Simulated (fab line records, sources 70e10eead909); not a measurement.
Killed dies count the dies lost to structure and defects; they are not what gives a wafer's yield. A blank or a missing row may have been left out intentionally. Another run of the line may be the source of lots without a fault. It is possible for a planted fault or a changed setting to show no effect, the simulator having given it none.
The tool behind it: which one?    flow nand harc    11 lots, 33 wafers sampled, at 5 steps of a route of 1159

WHAT EACH GAUGE READ, for each wafer
NHARC_END_SORT_01.
lot   measured      on         killed at array  killed at other  killed at periphery  killed dies  killed open  killed short
L952  day 24 03:14  prober-02  100 8 18         0 2 1            1 4 2                101 14 21    3 3 3        6 3 2

EACH LOT AND THE TOOL THAT RAN IT (in order: tool; ch and the chambers of the sampled wafers; start)
lot   NHARC_A_CHANNEL_FILL_D1_STRIP_28    NHARC_A_M1_ANNEAL_31              NHARC_THIN_TSV_DEP_43            NHARC_THIN_TSV_DESCUM_35
L937  rie diel-05 ch 0,2, day 10 03:58    rtp anneal-02 ch 0, day 18 03:13  pecvd-01 ch 1,2, day 18 23:20    rie diel-10 ch 0,3, day 19 06:20
L936  rie diel-13 ch 1,3, day 10 03:58    rtp anneal-02 ch 0, day 18 03:44  pecvd-04 ch 0,1, day 18 22:08    rie diel-07 ch 0,2,3, day 19 05:27
L938  rie diel-13 ch 1,2,3, day 10 10:55  rtp anneal-01 ch 0, day 18 12:28  pecvd-03 ch 0,1, day 19 06:14    rie diel-10 ch 0,1,2, day 19 13:08
L939  rie diel-05 ch 0,2,3, day 10 10:55  rtp anneal-01 ch 0, day 18 12:47  pecvd-03 ch 0,1,2, day 19 07:31  rie diel-07 ch 2,3, day 19 14:21
L941  rie diel-13 ch 1,2,3, day 10 20:47  rtp anneal-02 ch 0, day 19 07:19  pecvd-04 ch 0,2, day 20 00:46    rie diel-11 ch 1,3, day 20 07:32
L940  rie diel-05 ch 1,2,3, day 10 20:47  rtp anneal-01 ch 0, day 18 21:16  pecvd-04 ch 0,1,2, day 19 16:21  rie diel-10 ch 0,1, day 19 23:25
L952  rie diel-13 ch 0,1,3, day 13 21:45  rtp anneal-01 ch 0, day 22 15:20  pecvd-03 ch 1,2, day 23 09:32    rie diel-10 ch 0,2,3, day 23 17:22
L953  rie diel-05 ch 0,1, day 13 21:47    rtp anneal-01 ch 0, day 22 16:14  pecvd-03 ch 0,1,2, day 23 11:59  rie diel-10 ch 2,3, day 23 21:20
L954  rie diel-05 ch 0,1,2, day 14 06:54  rtp anneal-02 ch 0, day 22 19:47  pecvd-04 ch 0,1,2, day 23 10:52  rie diel-10 ch 0,1,2, day 23 20:12
L958  rie diel-05 ch 0,1,3, day 14 15:59  rtp anneal-02 ch 0, day 23 16:44  pecvd-01 ch 0,1,2, day 24 12:12  rie diel-10 ch 0,3, day 24 19:20
L957  rie diel-01 ch 0,2,3, day 14 18:49  rtp anneal-02 ch 0, day 23 06:17  pecvd-03 ch 1,2, day 23 21:10    rie diel-11 ch 0,3, day 24 04:01
- NHARC_A_CHANNEL_FILL_D1_STRIP_28: strips in O2, time 20 s.
- NHARC_A_M1_ANNEAL_31: time 90 s.
- NHARC_THIN_TSV_DEP_43: deposits SiO2, target thk 1328.5 nm.
- NHARC_THIN_TSV_DESCUM_35: chemistry O2, time 3 s.

AS READ BY THE TOOLS THEMSELVES (means over the sampled wafers that have a number; for cases with no such wafer, the mark the record gives instead)
NHARC_A_CHANNEL_FILL_D1_STRIP_28.
lot   tool         drypump motor current A (A)  oes product au (a.u.)  rf vpp V (V)  showerhead plenum p Torr (Torr)  throttle valve pct (%)
L937  rie diel-05  5.4                          1.003                  58.1          3.51                             17.035
L936  rie diel-13  6.2                          0.995                  58.4          3.53                             17.042
L938  rie diel-13  6.0                          0.998                  57.5          3.46                             17.036
L939  rie diel-05  5.5                          1.011                  58.3          3.61                             17.028
L941  rie diel-13  6.0                          0.998                  56.3          3.46                             17.037
L940  rie diel-05  5.6                          1.007                  58.7          3.59                             17.027
L952  rie diel-13  5.8                          1.001                  58.1          3.56                             17.028
L953  rie diel-05  5.5                          1.008                  57.4          3.42                             17.035
L954  rie diel-05  5.6                          0.996                  57.4          3.50                             17.051
L958  rie diel-05  5.4                          1.006                  57.1          3.52                             17.044
L957  rie diel-01  5.8                          1.007                  57.7          3.58                             17.033

NHARC_A_M1_ANNEAL_31.
lot   tool           wafer_temp_C_max
L937  rtp anneal-02  225.95
L936  rtp anneal-02  225.85
L938  rtp anneal-01  225.91
L939  rtp anneal-01  225.94
L941  rtp anneal-02  225.87
L940  rtp anneal-01  226.04
L952  rtp anneal-01  226.02
L953  rtp anneal-01  226.20
L954  rtp anneal-02  225.72
L958  rtp anneal-02  225.75
L957  rtp anneal-02  226.02

NHARC_THIN_TSV_DEP_43.
lot   tool      throttle valve pct (%)
L937  pecvd-01  16.0
L936  pecvd-04  16.1
L938  pecvd-03  16.2
L939  pecvd-03  15.7
L941  pecvd-04  15.9
L940  pecvd-04  15.8
L952  pecvd-03  15.0
L953  pecvd-03  15.3
L954  pecvd-04  15.9
L958  pecvd-01  16.2
L957  pecvd-03  15.4

NHARC_THIN_TSV_DESCUM_35.
lot   tool         drypump motor current A (A)  oes product au (a.u.)  rf vpp V (V)  showerhead plenum p Torr (Torr)  throttle valve pct (%)
L937  rie diel-10  5.5                          0.989                  58.4          1.88                             11.310
L936  rie diel-07  5.5                          0.990                  57.8          1.94                             11.319
L938  rie diel-10  5.9                          0.999                  57.6          1.97                             11.299
L939  rie diel-07  5.4                          0.995                  57.5          1.98                             11.306
L941  rie diel-11  6.0                          1.002                  57.8          1.85                             11.310
L940  rie diel-10  5.7                          1.004                  58.2          1.90                             11.310
L952  rie diel-10  5.7                          0.996                  58.0          1.95                             11.312
L953  rie diel-10  5.9                          1.001                  57.7          2.03                             11.312
L954  rie diel-10  5.9                          0.997                  58.2          1.97                             11.317
L958  rie diel-10  5.4                          1.001                  58.2          1.93                             11.305
L957  rie diel-11  5.6                          0.995                  56.8          1.80                             11.317

THE ANSWER, worked out from the rows above alone
Rule: usual is defined by the lots themselves. Put in order of their means at a reading, lots are off if they are a third of the lots or fewer, leave a main group of 4 or more, and stand apart from it by a gap of 3 or more times the standard deviation of the main group's means; of several such gaps the widest counts. The tables above print the reading to a certain number of digits; a main group whose means all agree to those digits is not used. A lot without any number at a reading at which 4 lots or more have one is off too. The other lots that the step has rows for count as sound. The gauges are gone through in route order, then the tools' own readings, and for those a lot's mean is taken as printed above. At the first step where some lot is off, the reading lying furthest off is the one used; lots without a number count as furthest.
No lot is off at any reading shown: from this, nothing can be told.

WHAT THE SIMULATOR PUT IN
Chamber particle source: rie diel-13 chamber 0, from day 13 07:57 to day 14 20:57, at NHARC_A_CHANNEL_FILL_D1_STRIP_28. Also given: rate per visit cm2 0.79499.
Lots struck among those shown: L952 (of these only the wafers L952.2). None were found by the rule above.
